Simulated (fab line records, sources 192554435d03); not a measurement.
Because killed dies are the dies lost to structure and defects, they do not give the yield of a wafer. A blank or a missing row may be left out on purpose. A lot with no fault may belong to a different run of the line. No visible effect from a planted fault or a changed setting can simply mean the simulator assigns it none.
Matching of chambers + flow n5 finfet + N5_STI_FIN_REVEAL_CMP_04 on cmp-03 has 4 sister chambers
The step polishes, stops on Si3N4, t overpolish 4 s, target thk 131.83 nm. 4 wafers are shown with their chamber, then 10 later ones without.

== WAFERS PAIRED WITH THEIR CHAMBERS ==
| wafer  | chamber | motor current A (A) |
|--------|---------|---------------------|
| L084.5 | 3       | 6.9                 |
| L088.5 | 2       | 7.4                 |
| L090.1 | 0       | 9.0                 |
| L090.3 | 1       | 7.2                 |

== WAFERS MISSING THEIR CHAMBER ==
| wafer  | motor current A (A) |
|--------|---------------------|
| L090.5 | 9.3                 |
| L092.2 | 7.0                 |
| L092.3 | 7.2                 |
| L092.6 | 7.4                 |
| L094.1 | 7.5                 |
| L094.5 | 7.5                 |
| L094.6 | 9.2                 |
| L096.1 | 9.3                 |
| L096.2 | 7.1                 |
| L096.5 | 6.9                 |

== CHAMBER TAKEN BY EACH ==
| wafer  | from the rows above          | in truth |
|--------|------------------------------|----------|
| L090.5 | 0                            | 0        |
| L092.2 | can't be placed: 3 or 1 or 2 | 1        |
| L092.3 | can't be placed: 1 or 2 or 3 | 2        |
| L092.6 | can't be placed: 2 or 1      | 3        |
| L094.1 | can't be placed: 2 or 1      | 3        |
| L094.5 | can't be placed: 2 or 1      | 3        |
| L094.6 | 0                            | 0        |
| L096.1 | 0                            | 0        |
| L096.2 | can't be placed: 1 or 3 or 2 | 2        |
| L096.5 | can't be placed: 3 or 1      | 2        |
3 of 10 placed correctly. Cannot be placed on the basis of these rows: 7; the candidates contain the true chamber in 3. Number placed wrongly: 0.
How it was worked out, from the rows above alone: a wafer's distance from a chamber is the root of the sum, over the readings, of the square of ((its reading less the chamber's mean) divided by the reading's scatter). If the next closest chamber is less than 2 further off than the closest, the wafer can't be placed; otherwise it belongs to the closest. Each chamber's mean is taken over the wafers shown for it. The scatter (one wafer shown for each chamber): square how far every hidden wafer sits from the nearest shown wafer, average those squares and take the square root.
